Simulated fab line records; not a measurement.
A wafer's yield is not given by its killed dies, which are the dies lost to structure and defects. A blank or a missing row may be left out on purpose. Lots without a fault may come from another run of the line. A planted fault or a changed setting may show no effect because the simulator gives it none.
fab line records + flow n5-finfet
record:
- lots: 7
- wafers: 39
route steps=1938 shown FIN_SAQP@94 SD_EPI_N@293 MOL_CONTACT_COAG@559
start-h: hours from the record's opening day to when the first of the lot's shown wafers began + wait-h: how many hours have passed since the lot's step before this one + " unchanged from the row above + L1.1+2: a single row standing in for several wafers + - no value, or no start was given + * or withheld: withheld + < > ~ a bound
route shown NAME@n: NAME is a module with steps in the file, n the number in the route of the first one + usual: mean/standard deviation taken from wafers without a fault + same: alike in all rows + chamber/n: place in a boat + sites: each site's reading + _std_site: their standard deviation + _edge_site: the outer-site mean with the inner-site mean subtracted + radius-mm: how far each site lies from the wafer's centre + mask NAME#n: copy n + behind: the tool/chamber that last shaped the wafer + hold: the reason the lot was held/the length of the hold in hours/how it ended + device: names the non-switching transistor (n, p or np) + end of line: the route-end tests of the same wafers + a step without rows: its recipe alone + killed: count of dies lost to structure and defects at first sort (not the wafer's yield) + map: dies across one wafer; x = killed, . = not, _ = none there
set.NAME: the setting the step ran with; set.NAME@STEP: the setting that earlier step ran with + model.NAME: the simulator's own value behind a step, which no gauge read
lots where settings were altered on purpose, with a table for each step and a row for each wafer
== steps ==
step: N5_FIN_SAQP_ALD_61
recipe:
- material: SiO2
- target-thk-a: 40
- temp-c: 300
- ald-precursor-family: BDEAS
- ald-co-reactant: O2-plasma
- pulse-time-s: 1
- purge-time-s: 2
- co-reactant-purge-time-s: 2
- ald-cycles: 43
- pressure-torr: 2
| lot.wafer | tool       | chamber | start-h | wait-h | set.temp-c | model.SiO2_of_FIN_SAQP_ALD_61.thk-nm |
|-----------|------------|---------|---------|--------|------------|--------------------------------------|
| L074.1    | ald-sin-01 | 1       | 20.38   | 0.0    | 300        | 4.003                                |
| L074.5    | "          | 1       | "       | "      | 300        | 3.993                                |
| L074.6    | "          | 2       | "       | "      | 300        | 3.99                                 |
| L077.1    | ald-sin-03 | 3       | 38.59   | 0.0    | 300        | 3.998                                |
| L077.2    | "          | 1       | "       | "      | 293.3      | 4.08                                 |
| L077.3    | "          | 0       | "       | "      | 293.3      | 4.084                                |
| L077.4    | "          | 2       | "       | "      | 293.3      | 4.076                                |
| L077.5    | "          | 3       | "       | "      | 300        | 3.99                                 |
| L077.6    | "          | 2       | "       | "      | 300        | 3.976                                |
| L078.1    | ald-sin-01 | 2       | 45.16   | 0.0    | 300        | 4.009                                |
| L078.2    | "          | 0       | "       | "      | 300        | 4.004                                |
| L078.3    | "          | 1       | "       | "      | 300        | 3.985                                |
| L078.4    | "          | 3       | "       | "      | 300        | 4.001                                |
| L078.5    | "          | 3       | "       | "      | 300        | 3.999                                |
| L078.6    | "          | 2       | "       | "      | 300        | 3.971                                |
| L084.1    | ald-sin-04 | 2       | 81.33   | 0.0    | 300        | 3.991                                |
| L084.2    | "          | 1       | "       | "      | 300        | 3.976                                |
| L084.3    | "          | 3       | "       | "      | 286.3      | 4.213                                |
| L084.4    | "          | 0       | "       | "      | 300        | 4.002                                |
| L084.5    | "          | 2       | "       | "      | 286.3      | 4.193                                |
| L084.6    | "          | 3       | "       | "      | 286.3      | 4.199                                |
| L086.1    | ald-sin-01 | 2       | 92.78   | 0.8    | 287.8      | 4.165                                |
| L086.2    | "          | 3       | "       | "      | 300        | 3.987                                |
| L086.3    | "          | 0       | "       | "      | 300        | 3.962                                |
| L086.4    | "          | 1       | "       | "      | 287.8      | 4.167                                |
| L086.5    | "          | 2       | "       | "      | 300        | 3.978                                |
| L086.6    | "          | 1       | "       | "      | 287.8      | 4.169                                |
| L089.1    | ald-sin-01 | 3       | 110.88  | 0.3    | 290.1      | 4.127                                |
| L089.2+6  | "          | 2,0     | "       | "      | 290.1      | 4.128                                |
| L089.3    | "          | 0       | "       | "      | 300        | 3.971                                |
| L089.4    | "          | 1       | "       | "      | 300        | 3.984                                |
| L089.5    | "          | 1       | "       | "      | 300        | 3.975                                |
| L095.1    | ald-sin-04 | 1       | 146.96  | 0.0    | 300        | 4.007                                |
| L095.2    | "          | 3       | "       | "      | 300        | 3.982                                |
| L095.3    | "          | 2       | "       | "      | 307.7      | 3.948                                |
| L095.4    | "          | 0       | "       | "      | 300        | 4.016                                |
| L095.5    | "          | 1       | "       | "      | 307.7      | 3.975                                |
| L095.6    | "          | 2       | "       | "      | 307.7      | 3.96                                 |
step: N5_FIN_SAQP_HM_DEP_03
recipe:
- material: SiNx
- target-thk-a: 380
- temp-c: 400
- precursor: SiH4/NH3/N2
- pressure-torr: 1.5
- rf-w: 300
- time-s: 33.6
| lot.wafer | tool     | chamber | start-h | wait-h | set.target-thk-a | model.SiNx_of_FIN_SAQP_HM_DEP_03.thk-nm |
|-----------|----------|---------|---------|--------|------------------|-----------------------------------------|
| L074.1    | pecvd-02 | 2       | 21.26   | 0.3    | 380              | 37.77                                   |
| L074.5    | "        | 0       | "       | "      | 380              | 37.94                                   |
| L074.6    | "        | 2       | "       | "      | 380              | 38.28                                   |
| L077.1    | pecvd-01 | 1       | 39.02   | 0.2    | 332.7            | 33.52                                   |
| L077.2    | "        | 2       | "       | "      | 380              | 37.74                                   |
| L077.3    | "        | 0       | "       | "      | 380              | 37.25                                   |
| L077.4    | "        | 2       | "       | "      | 332.7            | 32.52                                   |
| L077.5    | "        | 1       | "       | "      | 332.7            | 33.76                                   |
| L077.6    | "        | 0       | "       | "      | 380              | 38.27                                   |
| L078.1    | pecvd-02 | 2       | 45.58   | 0.2    | 330.8            | 31.68                                   |
| L078.2    | "        | 1       | "       | "      | 380              | 37.1                                    |
| L078.3    | "        | 0       | "       | "      | 330.8            | 31.96                                   |
| L078.4    | "        | 2       | "       | "      | 380              | 37.42                                   |
| L078.5    | "        | 0       | "       | "      | 330.8            | 32.47                                   |
| L078.6    | "        | 1       | "       | "      | 380              | 37.2                                    |
| L084.1    | pecvd-01 | 0       | 81.74   | 0.2    | 346.4            | 33.89                                   |
| L084.2    | "        | 2       | "       | "      | 380              | 37.3                                    |
| L084.3    | "        | 1       | "       | "      | 346.4            | 34.31                                   |
| L084.4    | "        | 2       | "       | "      | 380              | 38.1                                    |
| L084.5    | "        | 0       | "       | "      | 380              | 37.61                                   |
| L084.6    | "        | 1       | "       | "      | 346.4            | 34.93                                   |
| L086.1    | pecvd-01 | 2       | 93.38   | 0.3    | 399              | 39.31                                   |
| L086.2    | "        | 1       | "       | "      | 380              | 37.95                                   |
| L086.3    | "        | 0       | "       | "      | 399              | 39.56                                   |
| L086.4    | "        | 0       | "       | "      | 380              | 38.82                                   |
| L086.5    | "        | 2       | "       | "      | 380              | 38.22                                   |
| L086.6    | "        | 1       | "       | "      | 399              | 40.66                                   |
| L089.1    | pecvd-04 | 0       | 111.29  | 0.2    | 380              | 37.37                                   |
| L089.2    | "        | 2       | "       | "      | 393.9            | 38.55                                   |
| L089.3    | "        | 1       | "       | "      | 380              | 37.89                                   |
| L089.4    | "        | 1       | "       | "      | 393.9            | 40.14                                   |
| L089.5    | "        | 2       | "       | "      | 380              | 37.52                                   |
| L089.6    | "        | 0       | "       | "      | 393.9            | 38.97                                   |
| L095.1    | pecvd-04 | 1       | 147.38  | 0.2    | 336.6            | 33.84                                   |
| L095.2    | "        | 0       | "       | "      | 380              | 37.95                                   |
| L095.3    | "        | 2       | "       | "      | 380              | 37.6                                    |
| L095.4    | "        | 1       | "       | "      | 336.6            | 34.32                                   |
| L095.5    | "        | 0       | "       | "      | 336.6            | 34.11                                   |
| L095.6    | "        | 2       | "       | "      | 380              | 37.97                                   |
step: N5_FIN_SAQP_THK_MEAS_05
usual:
- thk-nm: 38.0/0.53
| lot.wafer | tool          | chamber | start-h | wait-h | set.target-thk-a@FIN_SAQP_HM_DEP_03 | thk-nm |
|-----------|---------------|---------|---------|--------|-------------------------------------|--------|
| L074.1    | film-metro-02 | -       | 21.35   | 0.1    | 380                                 | 37.8   |
| L074.5    | "             | -       | "       | "      | 380                                 | 37.9   |
| L074.6    | "             | -       | "       | "      | 380                                 | 38.3   |
| L077.1    | film-metro-02 | -       | 39.11   | 0.1    | 332.7                               | 33.6   |
| L077.2    | "             | -       | "       | "      | 380                                 | 37.7   |
| L077.3    | "             | -       | "       | "      | 380                                 | 37.3   |
| L077.4    | "             | -       | "       | "      | 332.7                               | 32.5   |
| L077.5    | "             | -       | "       | "      | 332.7                               | 33.8   |
| L077.6    | "             | -       | "       | "      | 380                                 | 38.3   |
| L078.1    | film-metro-01 | -       | 45.67   | 0.1    | 330.8                               | 31.7   |
| L078.2    | "             | -       | "       | "      | 380                                 | 37.1   |
| L078.3    | "             | -       | "       | "      | 330.8                               | 32.0   |
| L078.4    | "             | -       | "       | "      | 380                                 | 37.4   |
| L078.5    | "             | -       | "       | "      | 330.8                               | 32.5   |
| L078.6    | "             | -       | "       | "      | 380                                 | 37.2   |
| L084.1    | film-metro-01 | -       | 81.83   | 0.1    | 346.4                               | 33.9   |
| L084.2    | "             | -       | "       | "      | 380                                 | 37.3   |
| L084.3    | "             | -       | "       | "      | 346.4                               | 34.3   |
| L084.4    | "             | -       | "       | "      | 380                                 | 38.1   |
| L084.5    | "             | -       | "       | "      | 380                                 | 37.6   |
| L084.6    | "             | -       | "       | "      | 346.4                               | 34.9   |
| L086.1    | film-metro-02 | -       | 93.48   | 0.1    | 399                                 | 39.3   |
| L086.2    | "             | -       | "       | "      | 380                                 | 38.0   |
| L086.3    | "             | -       | "       | "      | 399                                 | 39.5   |
| L086.4    | "             | -       | "       | "      | 380                                 | 38.8   |
| L086.5    | "             | -       | "       | "      | 380                                 | 38.2   |
| L086.6    | "             | -       | "       | "      | 399                                 | 40.7   |
| L089.1    | film-metro-02 | -       | 111.38  | 0.1    | 380                                 | 37.4   |
| L089.2    | "             | -       | "       | "      | 393.9                               | 38.5   |
| L089.3    | "             | -       | "       | "      | 380                                 | 37.8   |
| L089.4    | "             | -       | "       | "      | 393.9                               | 40.1   |
| L089.5    | "             | -       | "       | "      | 380                                 | 37.5   |
| L089.6    | "             | -       | "       | "      | 393.9                               | 39.0   |
| L095.1    | film-metro-02 | -       | 147.47  | 0.1    | 336.6                               | 33.8   |
| L095.2    | "             | -       | "       | "      | 380                                 | 38.0   |
| L095.3    | "             | -       | "       | "      | 380                                 | 37.6   |
| L095.4    | "             | -       | "       | "      | 336.6                               | 34.3   |
| L095.5    | "             | -       | "       | "      | 336.6                               | 34.1   |
| L095.6    | "             | -       | "       | "      | 380                                 | 38.0   |
step: N5_FIN_SAQP_SPACER2_ALD_28
recipe:
- material: SiO2
- target-thk-a: 81
- temp-c: 300
- ald-precursor-family: BDEAS
- ald-co-reactant: O2-plasma
- pulse-time-s: 1
- purge-time-s: 2
- co-reactant-purge-time-s: 2
- pressure-torr: 2
| lot.wafer        | tool       | chamber     | start-h | wait-h | set.temp-c |
|------------------|------------|-------------|---------|--------|------------|
| L074.1+5+6       | ald-sin-01 | 2,3,0       | 25.49   | 0.1    | 300        |
| L077.1+2+3+4+5+6 | ald-sin-03 | 0,3,1,2,1,2 | 43.52   | 0.1    | 300        |
| L078.1+3+6       | ald-sin-04 | 1,0,2       | 49.59   | 0.1    | 311.5      |
| L078.2+4+5       | "          | 2,3,1       | "       | "      | 300        |
| L084.1+2+3       | ald-sin-01 | 0,1,2       | 88.77   | 3.1    | 300        |
| L084.4+5+6       | "          | 3,0,3       | "       | "      | 305.4      |
| L086.1+4+5       | ald-sin-04 | 1,3,3       | 99.41   | 2.2    | 312.9      |
| L086.2+3+6       | "          | 0,2,0       | "       | "      | 300        |
| L089.1+3+4       | ald-sin-04 | 2,3,1       | 115.58  | 0.1    | 290.6      |
| L089.2+5+6       | "          | 0,0,1       | "       | "      | 300        |
| L095.1+2+5       | ald-sin-01 | 2,1,0       | 152.50  | 1.1    | 300        |
| L095.3+4+6       | "          | 0,3,3       | "       | "      | 312.7      |
step: N5_FIN_SAQP_SPACER2_ETCHBACK_29
recipe:
- chemistry: CHF3/O2
- mode: anisotropic-etchback
- target: SiO2
- target-depth-a: 122
- time-s: 6.1
- pressure-mtorr: 30
- source-w: 650
- bias-w: 170
- Ar_flow_sccm: 200
- CHF3_flow_sccm: 50
- O2_flow_sccm: 5
- ion-energy-ev: 200
step: N5_FIN_SAQP_MANDREL2_REMOVE_60
recipe:
- chemistry: HBr/Cl2/O2
- bt-time-s: 10
- target: a-Si
- stop-on: SiNx
- endpoint: OES-SiCl
- over-etch-frac: 1
- icp-w: 600
- bias-w: 22
- HBr_flow_sccm: 150
- Cl2_flow_sccm: 80
- O2_flow_sccm: 5
- pressure-mtorr: 10
step: N5_FIN_SAQP_HM_OPEN_33
recipe:
- chemistry: CH3F/O2
- target: SiNx
- mask-material: SiO2
- target-depth-a: 494
- time-s: 70.6
- pressure-mtorr: 30
- source-w: 395
- bias-w: 73
- Ar_flow_sccm: 150
- CH3F_flow_sccm: 30
- O2_flow_sccm: 20
- ion-energy-ev: 120
- ends: cleared
usual:
- etch-rf-on-time-s: 69.8/1.4
| lot.wafer | tool        | chamber | start-h | wait-h | set.target-thk-a@FIN_SAQP_HM_DEP_03 | etch-rf-on-time-s | model.etch.depth-nm |
|-----------|-------------|---------|---------|--------|-------------------------------------|-------------------|---------------------|
| L074.1    | rie-diel-01 | 0       | 26.06   | 0.0    | 380                                 | 70.1              | 37.08               |
| L074.5    | "           | 2       | "       | "      | 380                                 | 70.0              | 37.31               |
| L074.6    | "           | 1       | "       | "      | 380                                 | 70.2              | 37.58               |
| L077.1    | rie-diel-04 | 2       | 44.10   | 0.0    | 332.7                               | 61.4              | 32.87               |
| L077.2    | "           | 1       | "       | "      | 380                                 | 69.4              | 37.12               |
| L077.3    | "           | 0       | "       | "      | 380                                 | 68.1              | 36.62               |
| L077.4    | "           | 3       | "       | "      | 332.7                               | 60.1              | 31.81               |
| L077.5    | "           | 1       | "       | "      | 332.7                               | 61.3              | 33.13               |
| L077.6    | "           | 2       | "       | "      | 380                                 | 70.1              | 37.62               |
| L078.1    | rie-diel-04 | 2       | 50.16   | 0.0    | 330.8                               | 57.6              | 31.05               |
| L078.2    | "           | 3       | "       | "      | 380                                 | 68.3              | 36.47               |
| L078.3    | "           | 0       | "       | "      | 330.8                               | 57.6              | 31.31               |
| L078.4    | "           | 1       | "       | "      | 380                                 | 67.7              | 36.76               |
| L078.5    | "           | 1       | "       | "      | 330.8                               | 59.0              | 31.84               |
| L078.6    | "           | 0       | "       | "      | 380                                 | 67.4              | 36.57               |
| L084.1    | rie-diel-01 | 3       | 89.35   | 0.0    | 346.4                               | 60.8              | 33.11               |
| L084.2    | "           | 2       | "       | "      | 380                                 | 69.0              | 36.61               |
| L084.3    | "           | 0       | "       | "      | 346.4                               | 63.6              | 33.61               |
| L084.4    | "           | 0       | "       | "      | 380                                 | 71.4              | 37.48               |
| L084.5    | "           | 2       | "       | "      | 380                                 | 70.2              | 36.99               |
| L084.6    | "           | 3       | "       | "      | 346.4                               | 63.0              | 34.24               |
| L086.1    | rie-diel-04 | 3       | 99.98   | 0.0    | 399                                 | 72.9              | 38.63               |
| L086.2    | "           | 1       | "       | "      | 380                                 | 69.7              | 37.32               |
| L086.3    | "           | 2       | "       | "      | 399                                 | 72.0              | 38.79               |
| L086.4    | "           | 1       | "       | "      | 380                                 | 71.3              | 38.12               |
| L086.5    | "           | 3       | "       | "      | 380                                 | 71.8              | 37.44               |
| L086.6    | "           | 2       | "       | "      | 399                                 | 74.8              | 39.96               |
| L089.1    | rie-diel-01 | 3       | 116.56  | 0.1    | 380                                 | 67.3              | 36.74               |
| L089.2    | "           | 2       | "       | "      | 393.9                               | 71.3              | 37.9                |
| L089.3    | "           | 2       | "       | "      | 380                                 | 69.9              | 37.27               |
| L089.4    | "           | 3       | "       | "      | 393.9                               | 71.3              | 39.43               |
| L089.5    | "           | 2       | "       | "      | 380                                 | 69.3              | 36.81               |
| L089.6    | "           | 3       | "       | "      | 393.9                               | 70.1              | 38.34               |
| L095.1    | rie-diel-06 | 2       | 153.20  | 0.0    | 336.6                               | 61.6              | 33.14               |
| L095.2    | "           | 3       | "       | "      | 380                                 | 70.5              | 37.32               |
| L095.3    | "           | 1       | "       | "      | 380                                 | 68.9              | 36.91               |
| L095.4    | "           | 2       | "       | "      | 336.6                               | 62.5              | 33.62               |
| L095.5    | "           | 1       | "       | "      | 336.6                               | 62.6              | 33.41               |
| L095.6    | "           | 3       | "       | "      | 380                                 | 70.7              | 37.35               |
step: N5_FIN_SAQP_ETCH_34
recipe:
- chemistry: C4F6/O2
- target: SiO2
- target-depth-a: 450
- time-s: 15
- ion-energy-ev: 250
- pressure-mtorr: 30
- source-w: 345
- bias-w: 185
- Ar_flow_sccm: 300
- C4F6_flow_sccm: 10
- O2_flow_sccm: 10
- ends: cleared
| lot.wafer | tool        | chamber | start-h | wait-h | set.target-thk-a@FIN_SAQP_HM_DEP_03 | model.SiNx_of_FIN_SAQP_HM_DEP_03.thk-nm |
|-----------|-------------|---------|---------|--------|-------------------------------------|-----------------------------------------|
| L074.1    | rie-diel-01 | 0       | 26.13   | 0.0    | 380                                 | 34.2                                    |
| L074.5    | "           | 2       | "       | "      | 380                                 | 34.4                                    |
| L074.6    | "           | 1       | "       | "      | 380                                 | 34.8                                    |
| L077.1    | rie-diel-04 | 2       | 44.17   | 0.0    | 332.7                               | 30                                      |
| L077.2    | "           | 1       | "       | "      | 380                                 | 34.2                                    |
| L077.3    | "           | 0       | "       | "      | 380                                 | 33.6                                    |
| L077.4    | "           | 3       | "       | "      | 332.7                               | 28.8                                    |
| L077.5    | "           | 1       | "       | "      | 332.7                               | 30.2                                    |
| L077.6    | "           | 2       | "       | "      | 380                                 | 34.6                                    |
| L078.1    | rie-diel-04 | 2       | 50.23   | 0.0    | 330.8                               | 28.2                                    |
| L078.2    | "           | 3       | "       | "      | 380                                 | 33.4                                    |
| L078.3    | "           | 0       | "       | "      | 330.8                               | 28.4                                    |
| L078.4    | "           | 1       | "       | "      | 380                                 | 33.8                                    |
| L078.5    | "           | 1       | "       | "      | 330.8                               | 29                                      |
| L078.6    | "           | 0       | "       | "      | 380                                 | 33.6                                    |
| L084.1    | rie-diel-01 | 3       | 89.41   | 0.0    | 346.4                               | 30.2                                    |
| L084.2    | "           | 2       | "       | "      | 380                                 | 33.8                                    |
| L084.3    | "           | 0       | "       | "      | 346.4                               | 30.6                                    |
| L084.4    | "           | 0       | "       | "      | 380                                 | 34.6                                    |
| L084.5    | "           | 2       | "       | "      | 380                                 | 34                                      |
| L084.6    | "           | 3       | "       | "      | 346.4                               | 31.4                                    |
| L086.1    | rie-diel-04 | 3       | 100.05  | 0.0    | 399                                 | 35.6                                    |
| L086.2+5  | "           | 1,3     | "       | "      | 380                                 | 34.4                                    |
| L086.3    | "           | 2       | "       | "      | 399                                 | 35.8                                    |
| L086.4    | "           | 1       | "       | "      | 380                                 | 35.2                                    |
| L086.6    | "           | 2       | "       | "      | 399                                 | 37                                      |
| L089.1    | rie-diel-01 | 3       | 116.67  | 0.1    | 380                                 | 33.8                                    |
| L089.2    | "           | 2       | "       | "      | 393.9                               | 35                                      |
| L089.3    | "           | 2       | "       | "      | 380                                 | 34.4                                    |
| L089.4    | "           | 3       | "       | "      | 393.9                               | 36.6                                    |
| L089.5    | "           | 2       | "       | "      | 380                                 | 34                                      |
| L089.6    | "           | 3       | "       | "      | 393.9                               | 35.4                                    |
| L095.1    | rie-diel-06 | 2       | 153.27  | 0.0    | 336.6                               | 30.2                                    |
| L095.2+6  | "           | 3       | "       | "      | 380                                 | 34.4                                    |
| L095.3    | "           | 1       | "       | "      | 380                                 | 34                                      |
| L095.4    | "           | 2       | "       | "      | 336.6                               | 30.8                                    |
| L095.5    | "           | 1       | "       | "      | 336.6                               | 30.6                                    |
step: N5_SD_EPI_N_LINER_46
recipe:
- material: SiNx
- target-thk-a: 30
- temp-c: 400
- ald-precursor-family: SiH2I2
- ald-co-reactant: N2/H2-plasma
- pressure-torr: 2
| lot.wafer        | tool       | chamber     | start-h | wait-h | set.target-thk-a | model.SiNx_of_SD_EPI_N_LINER_46.thk-nm |
|------------------|------------|-------------|---------|--------|------------------|----------------------------------------|
| L074.1+5+6       | ald-sin-01 | 0,2,3       | 53.50   | 0.5    | 30               | 3                                      |
| L077.1+3+5       | ald-sin-01 | 1,3,1       | 70.39   | 0.2    | 25.96            | 2.6                                    |
| L077.2+4+6       | "          | 0,2,0       | "       | "      | 30               | 3                                      |
| L078.1+2+3+4+5+6 | ald-sin-03 | 3,1,2,2,1,3 | 77.68   | 0.2    | 30               | 3                                      |
| L084.1+2+3+4+5+6 | ald-sin-01 | 3,1,0,2,1,2 | 117.89  | 0.2    | 30               | 3                                      |
| L086.1+3+5       | ald-sin-04 | 3,2,2       | 130.45  | 0.2    | 34.48            | 3.4                                    |
| L086.2+4+6       | "          | 0,1,3       | "       | "      | 30               | 3                                      |
| L089.1+2+3+4+5+6 | ald-sin-01 | 1,0,3,2,3,2 | 148.13  | 0.2    | 30               | 3                                      |
| L095.1+4+6       | ald-sin-01 | 1,3,0       | 180.93  | 0.2    | 30               | 3                                      |
| L095.2+3+5       | "          | 0,2,1       | "       | "      | 31.56            | 3.2                                    |
step: N5_MOL_CONTACT_COAG_ALD_27
recipe:
- material: SiOC
- target-thk-a: 170
- temp-c: 400
- ald-precursor-family: carbosiloxane
- ald-co-reactant: H2-plasma
- pulse-time-s: 1.5
- time-s: 2720
- purge-time-s: 2
- co-reactant-purge-time-s: 2
- ald-cycles: 340
- pressure-torr: 2
| lot.wafer      | tool       | chamber   | start-h | wait-h | set.time-s | model.SiOC_of_MOL_CONTACT_COAG_ALD_27.thk-nm |
|----------------|------------|-----------|---------|--------|------------|----------------------------------------------|
| L074.1+5+6     | ald-sin-03 | 2,3,0     | 95.03   | 0.5    | 2720       | 16.8                                         |
| L077.1+3+4+5+6 | ald-sin-01 | 1,2,0,0,1 | 113.33  | 0.0    | 2720       | 17                                           |
| L077.2         | "          | 3         | "       | "      | 2720       | 16.8                                         |
| L078.1         | ald-sin-01 | 3         | 120.98  | 0.0    | 2519       | 15.4                                         |
| L078.2+4       | "          | 2,0       | "       | "      | 2519       | 15.6                                         |
| L078.3+6       | "          | 1         | "       | "      | 2720       | 17                                           |
| L078.5         | "          | 0         | "       | "      | 2720       | 16.8                                         |
| L084.1+4+5     | ald-sin-04 | 0,1,3     | 161.74  | 0.0    | 2282       | 14.2                                         |
| L084.2+3       | "          | 2,3       | "       | "      | 2720       | 17                                           |
| L084.6         | "          | 0         | "       | "      | 2720       | 17.2                                         |
| L086.1+3       | ald-sin-04 | 2,0       | 171.86  | 0.0    | 2456       | 15.4                                         |
| L086.2         | "          | 1         | "       | "      | 2456       | 15.2                                         |
| L086.4+5+6     | "          | 3,3,2     | "       | "      | 2720       | 17                                           |
| L089.1+4+5     | ald-sin-01 | 1,3,1     | 190.41  | 0.2    | 2720       | 17                                           |
| L089.2+3+6     | "          | 3,1,3     | "       | "      | 3342       | 17                                           |
| L095.1+4       | ald-sin-03 | 2,1       | 220.21  | 0.0    | 2127       | 13.4                                         |
| L095.2+5+6     | "          | 0,0,1     | "       | "      | 2720       | 17                                           |
| L095.3         | "          | 3         | "       | "      | 2127       | 13.2                                         |
== key ==
split:
- step: N5_FIN_SAQP_ALD_61
- setting: temp-c
- stated: 300
- by: wafer
response:
- step: N5_FIN_SAQP_ALD_61
- reading: model.SiO2_of_FIN_SAQP_ALD_61.thk-nm
- change: -0.0427
- per: 1%
- r: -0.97
split:
- step: N5_FIN_SAQP_HM_DEP_03
- setting: target-thk-a
- stated: 380
- by: wafer
response:
- step: N5_FIN_SAQP_HM_DEP_03
- reading: model.SiNx_of_FIN_SAQP_HM_DEP_03.thk-nm
- change: +0.366
- per: 1%
- r: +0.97
response:
- step: N5_FIN_SAQP_THK_MEAS_05
- reading: thk-nm
- change: *
- per: 1%
- r: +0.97
response:
- step: N5_FIN_SAQP_HM_OPEN_33
- reading: etch-rf-on-time-s
- change: *
- per: 1%
- r: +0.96
response:
- step: N5_FIN_SAQP_HM_OPEN_33
- reading: model.etch.depth-nm
- change: +0.369
- per: 1%
- r: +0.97
response:
- step: N5_FIN_SAQP_ETCH_34
- reading: model.SiNx_of_FIN_SAQP_HM_DEP_03.thk-nm
- change: +0.364
- per: 1%
- r: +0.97
split:
- step: N5_FIN_SAQP_SPACER2_ALD_28
- setting: temp-c
- stated: 300
- by: wafer
response none clear
split:
- step: N5_SD_EPI_N_LINER_46
- setting: target-thk-a
- stated: 30
- by: wafer
response:
- step: N5_SD_EPI_N_LINER_46
- reading: model.SiNx_of_SD_EPI_N_LINER_46.thk-nm
- change: +0.0287
- per: 1%
- r: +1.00
split:
- step: N5_MOL_CONTACT_COAG_ALD_27
- setting: time-s
- stated: 2720
- by: wafer
response:
- step: N5_MOL_CONTACT_COAG_ALD_27
- reading: model.SiOC_of_MOL_CONTACT_COAG_ALD_27.thk-nm
- shape: bent
- at-lowest: 13.33
- at-stated: 16.97
- at-highest: 17
